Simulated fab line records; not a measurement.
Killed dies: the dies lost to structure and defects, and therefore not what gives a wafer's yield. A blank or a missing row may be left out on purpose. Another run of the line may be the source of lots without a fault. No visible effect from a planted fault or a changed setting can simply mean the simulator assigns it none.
Which of the tools did it? :: flow nandHarc :: 45 wafers from 15 lots sampled at 4 of the route's 1302 steps

== WHAT EACH GAUGE READ, for each wafer ==
The record lacks any reading of a measuring or inspecting step that a usual standard deviation could be used to judge.

== TOOL THAT RAN EACH LOT (tool first, then ch and the chambers of the sampled wafers, then the start) ==
lot: L698
NHARC_P_GATE_STRIP_111: plasmaAsher-01 ch 0,1, day 5 11:35
NHARC_P_GATE_PEB_89: lithoTrack-03 ch 0, day 5 14:19
NHARC_P_GATE_DESCUM_93: rieDiel-07 ch 1,2,3, day 5 14:36
NHARC_P_GATE_RTA_64: rtpAnneal-02 ch 0, day 5 16:13

lot: L699
NHARC_P_GATE_STRIP_111: plasmaAsher-01 ch 0,1, day 6 03:34
NHARC_P_GATE_PEB_89: lithoTrack-03 ch 0, day 6 06:18
NHARC_P_GATE_DESCUM_93: rieDiel-10 ch 0,2,3, day 6 06:33
NHARC_P_GATE_RTA_64: rtpAnneal-01 ch 0, day 6 08:12

lot: L701
NHARC_P_GATE_STRIP_111: plasmaAsher-02 ch 0,1, day 6 18:51
NHARC_P_GATE_PEB_89: lithoTrack-03 ch 0, day 6 21:31
NHARC_P_GATE_DESCUM_93: rieDiel-13 ch 0,1, day 6 21:46
NHARC_P_GATE_RTA_64: rtpAnneal-01 ch 0, day 6 23:25

lot: L702
NHARC_P_GATE_STRIP_111: plasmaAsher-01 ch 0,1, day 7 06:42
NHARC_P_GATE_PEB_89: lithoTrack-03, day 7 09:26
NHARC_P_GATE_DESCUM_93: rieDiel-07 ch 2,3, day 7 09:42
NHARC_P_GATE_RTA_64: rtpAnneal-01 ch 0, day 7 11:23

lot: L703
NHARC_P_GATE_STRIP_111: plasmaAsher-02 ch 0,1, day 7 19:45
NHARC_P_GATE_PEB_89: lithoTrack-03, day 7 22:23
NHARC_P_GATE_DESCUM_93: rieDiel-10 ch 0,1,3, day 7 22:38
NHARC_P_GATE_RTA_64: rtpAnneal-02 ch 0, day 8 00:17

lot: L704
NHARC_P_GATE_STRIP_111: plasmaAsher-02 ch 0,1, day 8 01:15
NHARC_P_GATE_PEB_89: lithoTrack-03, day 8 03:52
NHARC_P_GATE_DESCUM_93: rieDiel-07 ch 0,1,3, day 8 04:08
NHARC_P_GATE_RTA_64: rtpAnneal-02 ch 0, day 8 05:49

lot: L705
NHARC_P_GATE_STRIP_111: plasmaAsher-02 ch 0,1, day 8 05:59
NHARC_P_GATE_PEB_89: lithoTrack-03 ch 0, day 8 08:36
NHARC_P_GATE_DESCUM_93: rieDiel-10 ch 0,3, day 8 08:52
NHARC_P_GATE_RTA_64: rtpAnneal-01 ch 0, day 8 10:34

lot: L710
NHARC_P_GATE_STRIP_111: plasmaAsher-02 ch 0,1, day 10 17:28
NHARC_P_GATE_PEB_89: lithoTrack-03 ch 0, day 10 20:11
NHARC_P_GATE_DESCUM_93: rieDiel-10 ch 0,2,3, day 10 20:26
NHARC_P_GATE_RTA_64: rtpAnneal-01 ch 0, day 10 22:05

lot: L711
NHARC_P_GATE_STRIP_111: plasmaAsher-01 ch 0,1, day 11 17:18
NHARC_P_GATE_PEB_89: lithoTrack-05 ch 0, day 11 20:06
NHARC_P_GATE_DESCUM_93: rieDiel-10 ch 0,1,2, day 11 20:23
NHARC_P_GATE_RTA_64: rtpAnneal-02 ch 0, day 11 22:00

lot: L712
NHARC_P_GATE_STRIP_111: plasmaAsher-01 ch 0,1, day 11 18:02
NHARC_P_GATE_PEB_89: lithoTrack-05 ch 0, day 11 20:49
NHARC_P_GATE_DESCUM_93: rieDiel-07 ch 0,3, day 11 21:04
NHARC_P_GATE_RTA_64: rtpAnneal-02 ch 0, day 11 22:47

lot: L715
NHARC_P_GATE_STRIP_111: plasmaAsher-01 ch 0,1, day 12 17:20
NHARC_P_GATE_PEB_89: lithoTrack-05 ch 0, day 12 20:10
NHARC_P_GATE_DESCUM_93: rieDiel-10 ch 0,2,3, day 12 20:25
NHARC_P_GATE_RTA_64: rtpAnneal-01 ch 0, day 12 22:04

lot: L716
NHARC_P_GATE_STRIP_111: plasmaAsher-01 ch 0,1, day 12 23:37
NHARC_P_GATE_PEB_89: lithoTrack-03 ch 0, day 13 02:16
NHARC_P_GATE_DESCUM_93: rieDiel-10 ch 1,2, day 13 02:31
NHARC_P_GATE_RTA_64: rtpAnneal-01 ch 0, day 13 04:13

lot: L718
NHARC_P_GATE_STRIP_111: plasmaAsher-02 ch 0,1, day 13 14:44
NHARC_P_GATE_PEB_89: lithoTrack-03 ch 0, day 13 17:32
NHARC_P_GATE_DESCUM_93: rieDiel-10 ch 0,2,3, day 13 17:47
NHARC_P_GATE_RTA_64: rtpAnneal-01 ch 0, day 13 19:44

lot: L720
NHARC_P_GATE_STRIP_111: plasmaAsher-02 ch 0,1, day 14 16:02
NHARC_P_GATE_PEB_89: lithoTrack-05 ch 0, day 14 18:56
NHARC_P_GATE_DESCUM_93: rieDiel-13 ch 0,1,2, day 14 19:11
NHARC_P_GATE_RTA_64: rtpAnneal-01 ch 0, day 14 20:51

lot: L721
NHARC_P_GATE_STRIP_111: plasmaAsher-02 ch 0,1, day 15 05:44
NHARC_P_GATE_PEB_89: lithoTrack-05 ch 0, day 15 08:33
NHARC_P_GATE_DESCUM_93: rieDiel-07 ch 0,2,3, day 15 08:49
NHARC_P_GATE_RTA_64: rtpAnneal-01 ch 0, day 15 10:38
- NHARC_P_GATE_STRIP_111: strips in N2/H2, time 250 s.
- NHARC_P_GATE_PEB_89: peb time 85 s.
- NHARC_P_GATE_DESCUM_93: chemistry O2, time 3 s.
- NHARC_P_GATE_RTA_64: time 1 s.

== WHAT THE TOOLS THEMSELVES READ (means of the sampled wafers that have a number; where no wafer has one, the mark that the record gives instead) ==
NHARC_P_GATE_STRIP_111. Usual: drypumpMotorCurrentA 5.8 A, standard deviation 0.33; heaterPowerW 94 W, standard deviation 11.
lot: L698
tool: plasmaAsher-01
drypumpMotorCurrentA (A): 6.0
heaterPowerW (W): 86
flag: 

lot: L699
tool: plasmaAsher-01
drypumpMotorCurrentA (A): 6.0
heaterPowerW (W): 86
flag: 

lot: L701
tool: plasmaAsher-02
drypumpMotorCurrentA (A): 5.8
heaterPowerW (W): 105
flag: 

lot: L702
tool: plasmaAsher-01
drypumpMotorCurrentA (A): 5.7
heaterPowerW (W): 89
flag: 

lot: L703
tool: plasmaAsher-02
drypumpMotorCurrentA (A): 5.7
heaterPowerW (W): 98
flag: 

lot: L704
tool: plasmaAsher-02
drypumpMotorCurrentA (A): 5.7
heaterPowerW (W): 99
flag: 

lot: L705
tool: plasmaAsher-02
drypumpMotorCurrentA (A): 5.8
heaterPowerW (W): 102
flag: 

lot: L710
tool: plasmaAsher-02
drypumpMotorCurrentA (A): 5.7
heaterPowerW (W): 97
flag: 

lot: L711
tool: plasmaAsher-01
drypumpMotorCurrentA (A): 5.7
heaterPowerW (W): 86
flag: 

lot: L712
tool: plasmaAsher-01
drypumpMotorCurrentA (A): 5.7
heaterPowerW (W): 87
flag: 

lot: L715
tool: plasmaAsher-01
drypumpMotorCurrentA (A): 6.0
heaterPowerW (W): 85
flag: 

lot: L716
tool: plasmaAsher-01
drypumpMotorCurrentA (A): 6.0
heaterPowerW (W): 84
flag: 

lot: L718
tool: plasmaAsher-02
drypumpMotorCurrentA (A): 5.7
heaterPowerW (W): 101
flag: 

lot: L720
tool: plasmaAsher-02
drypumpMotorCurrentA (A): 5.7
heaterPowerW (W): 102
flag: 

lot: L721
tool: plasmaAsher-02
drypumpMotorCurrentA (A): 5.7
heaterPowerW (W): 99
flag: 

NHARC_P_GATE_PEB_89. Usual: chillPlateTempC 22.99 C, standard deviation 0.11; exhaustPa 45.1 Pa, standard deviation 0.89; heaterPowerTotalW 164.00 W, standard deviation 0.27.
lot: L698
tool: lithoTrack-03
chillPlateTempC (C): 22.90
exhaustPa (Pa): 44.5
heaterPowerTotalW (W): 164.09
flag: 

lot: L699
tool: lithoTrack-03
chillPlateTempC (C): 22.92
exhaustPa (Pa): 44.3
heaterPowerTotalW (W): 164.12
flag: 

lot: L701
tool: lithoTrack-03
chillPlateTempC (C): 22.99
exhaustPa (Pa): 45.6
heaterPowerTotalW (W): 163.90
flag: 

lot: L702
tool: lithoTrack-03
chillPlateTempC (C): -
exhaustPa (Pa): -
heaterPowerTotalW (W): -
flag: OFF

lot: L703
tool: lithoTrack-03
chillPlateTempC (C): -
exhaustPa (Pa): -
heaterPowerTotalW (W): -
flag: OFF

lot: L704
tool: lithoTrack-03
chillPlateTempC (C): -
exhaustPa (Pa): -
heaterPowerTotalW (W): -
flag: OFF

lot: L705
tool: lithoTrack-03
chillPlateTempC (C): 23.12
exhaustPa (Pa): 45.9
heaterPowerTotalW (W): 164.13
flag: 

lot: L710
tool: lithoTrack-03
chillPlateTempC (C): 23.01
exhaustPa (Pa): 44.9
heaterPowerTotalW (W): 164.17
flag: 

lot: L711
tool: lithoTrack-05
chillPlateTempC (C): 23.22
exhaustPa (Pa): 44.6
heaterPowerTotalW (W): 163.90
flag: 

lot: L712
tool: lithoTrack-05
chillPlateTempC (C): 23.03
exhaustPa (Pa): 45.2
heaterPowerTotalW (W): 163.86
flag: 

lot: L715
tool: lithoTrack-05
chillPlateTempC (C): 22.82
exhaustPa (Pa): 44.3
heaterPowerTotalW (W): 164.01
flag: 

lot: L716
tool: lithoTrack-03
chillPlateTempC (C): 22.97
exhaustPa (Pa): 45.2
heaterPowerTotalW (W): 163.91
flag: 

lot: L718
tool: lithoTrack-03
chillPlateTempC (C): 22.86
exhaustPa (Pa): 46.3
heaterPowerTotalW (W): 163.98
flag: 

lot: L720
tool: lithoTrack-05
chillPlateTempC (C): 22.99
exhaustPa (Pa): 44.7
heaterPowerTotalW (W): 164.25
flag: 

lot: L721
tool: lithoTrack-05
chillPlateTempC (C): 23.01
exhaustPa (Pa): 44.5
heaterPowerTotalW (W): 163.96
flag: 

NHARC_P_GATE_DESCUM_93. Usual: drypumpMotorCurrentA 5.8 A, standard deviation 0.4; oesProductAu 0.996 a.u., standard deviation 0.0067; rfVppV 57.8 V, standard deviation 0.99; showerheadPlenumPTorr 1.94 Torr, standard deviation 0.076; throttleValvePct 11.310 %, standard deviation 0.0088.
lot: L698
tool: rieDiel-07
drypumpMotorCurrentA (A): 5.6
oesProductAu (a.u.): 0.997
rfVppV (V): 57.9
showerheadPlenumPTorr (Torr): 1.93
throttleValvePct (%): 11.313
flag: 

lot: L699
tool: rieDiel-10
drypumpMotorCurrentA (A): 5.7
oesProductAu (a.u.): 0.992
rfVppV (V): 57.7
showerheadPlenumPTorr (Torr): 1.98
throttleValvePct (%): 11.310
flag: 

lot: L701
tool: rieDiel-13
drypumpMotorCurrentA (A): 5.9
oesProductAu (a.u.): 1.002
rfVppV (V): 57.8
showerheadPlenumPTorr (Torr): 1.97
throttleValvePct (%): 11.307
flag: 

lot: L702
tool: rieDiel-07
drypumpMotorCurrentA (A): 5.5
oesProductAu (a.u.): 1.003
rfVppV (V): 58.4
showerheadPlenumPTorr (Torr): 1.98
throttleValvePct (%): 11.320
flag: 

lot: L703
tool: rieDiel-10
drypumpMotorCurrentA (A): 5.7
oesProductAu (a.u.): 0.996
rfVppV (V): 57.7
showerheadPlenumPTorr (Torr): 1.92
throttleValvePct (%): 11.300
flag: 

lot: L704
tool: rieDiel-07
drypumpMotorCurrentA (A): 6.1
oesProductAu (a.u.): 0.993
rfVppV (V): 57.0
showerheadPlenumPTorr (Torr): 1.90
throttleValvePct (%): 11.311
flag: 

lot: L705
tool: rieDiel-10
drypumpMotorCurrentA (A): 5.6
oesProductAu (a.u.): 0.998
rfVppV (V): 57.5
showerheadPlenumPTorr (Torr): 1.96
throttleValvePct (%): 11.306
flag: 

lot: L710
tool: rieDiel-10
drypumpMotorCurrentA (A): 5.7
oesProductAu (a.u.): 0.990
rfVppV (V): 57.7
showerheadPlenumPTorr (Torr): 1.98
throttleValvePct (%): 11.307
flag: 

lot: L711
tool: rieDiel-10
drypumpMotorCurrentA (A): 5.9
oesProductAu (a.u.): 0.996
rfVppV (V): 59.1
showerheadPlenumPTorr (Torr): 1.94
throttleValvePct (%): 11.312
flag: 

lot: L712
tool: rieDiel-07
drypumpMotorCurrentA (A): 6.0
oesProductAu (a.u.): 0.994
rfVppV (V): 58.4
showerheadPlenumPTorr (Torr): 1.94
throttleValvePct (%): 11.321
flag: 

lot: L715
tool: rieDiel-10
drypumpMotorCurrentA (A): 5.7
oesProductAu (a.u.): 0.993
rfVppV (V): 57.7
showerheadPlenumPTorr (Torr): 1.98
throttleValvePct (%): 11.301
flag: 

lot: L716
tool: rieDiel-10
drypumpMotorCurrentA (A): 6.1
oesProductAu (a.u.): 1.002
rfVppV (V): 56.5
showerheadPlenumPTorr (Torr): 1.91
throttleValvePct (%): 11.313
flag: 

lot: L718
tool: rieDiel-10
drypumpMotorCurrentA (A): 5.7
oesProductAu (a.u.): 0.990
rfVppV (V): 58.0
showerheadPlenumPTorr (Torr): 1.98
throttleValvePct (%): 11.319
flag: 

lot: L720
tool: rieDiel-13
drypumpMotorCurrentA (A): 5.5
oesProductAu (a.u.): 0.992
rfVppV (V): 58.5
showerheadPlenumPTorr (Torr): 1.99
throttleValvePct (%): 11.306
flag: 

lot: L721
tool: rieDiel-07
drypumpMotorCurrentA (A): 5.7
oesProductAu (a.u.): 0.988
rfVppV (V): 58.0
showerheadPlenumPTorr (Torr): 1.91
throttleValvePct (%): 11.308
flag: 

NHARC_P_GATE_RTA_64. Usual: lampPowerPct 32.5 %, standard deviation 1.4; wafer_temp_C_max 1053.8, standard deviation 0.81.
lot: L698
tool: rtpAnneal-02
lampPowerPct (%): 34.5
wafer_temp_C_max: 1053.5
flag: 

lot: L699
tool: rtpAnneal-01
lampPowerPct (%): 31.5
wafer_temp_C_max: 1052.7
flag: 

lot: L701
tool: rtpAnneal-01
lampPowerPct (%): 31.5
wafer_temp_C_max: 1053.0
flag: 

lot: L702
tool: rtpAnneal-01
lampPowerPct (%): 31.5
wafer_temp_C_max: 1052.6
flag: 

lot: L703
tool: rtpAnneal-02
lampPowerPct (%): 34.4
wafer_temp_C_max: 1054.7
flag: 

lot: L704
tool: rtpAnneal-02
lampPowerPct (%): 34.5
wafer_temp_C_max: 1053.5
flag: 

lot: L705
tool: rtpAnneal-01
lampPowerPct (%): 31.5
wafer_temp_C_max: 1053.1
flag: 

lot: L710
tool: rtpAnneal-01
lampPowerPct (%): 31.5
wafer_temp_C_max: 1054.0
flag: 

lot: L711
tool: rtpAnneal-02
lampPowerPct (%): 34.5
wafer_temp_C_max: 1054.3
flag: 

lot: L712
tool: rtpAnneal-02
lampPowerPct (%): 34.5
wafer_temp_C_max: 1054.2
flag: 

lot: L715
tool: rtpAnneal-01
lampPowerPct (%): 31.5
wafer_temp_C_max: 1053.5
flag: 

lot: L716
tool: rtpAnneal-01
lampPowerPct (%): 31.5
wafer_temp_C_max: 1054.3
flag: 

lot: L718
tool: rtpAnneal-01
lampPowerPct (%): 31.5
wafer_temp_C_max: 1053.4
flag: 

lot: L720
tool: rtpAnneal-01
lampPowerPct (%): 31.5
wafer_temp_C_max: 1053.5
flag: 

lot: L721
tool: rtpAnneal-01
lampPowerPct (%): 31.5
wafer_temp_C_max: 1053.5
flag: 

== THE ANSWER, worked out from the rows above alone ==
Rule: take the mean of a lot's wafers that have a number; if it is more than 3 standard deviations from the usual mean, the lot is off. Also off: a lot with no number at a reading for which 4 or more lots have one. Where the step has rows for the other lots, those lots are counted as sound. First the gauges in route order, then the tools' own readings, where a lot's mean is used as printed above. The first step at which some lot is off is used, and at that step the reading that is off furthest; a lot without a number counts as furthest.
Off, at NHARC_P_GATE_PEB_89 on chillPlateTempC: L702, L703, L704. Without a number there: L702, L703, L704.
If a tool, at that step or one of the process steps before it, ran each lot that is off and ran no sound lot following the first of them, it fits. No candidate that was tried fits.

== WHAT THE SIMULATOR HAD PUT IN ==
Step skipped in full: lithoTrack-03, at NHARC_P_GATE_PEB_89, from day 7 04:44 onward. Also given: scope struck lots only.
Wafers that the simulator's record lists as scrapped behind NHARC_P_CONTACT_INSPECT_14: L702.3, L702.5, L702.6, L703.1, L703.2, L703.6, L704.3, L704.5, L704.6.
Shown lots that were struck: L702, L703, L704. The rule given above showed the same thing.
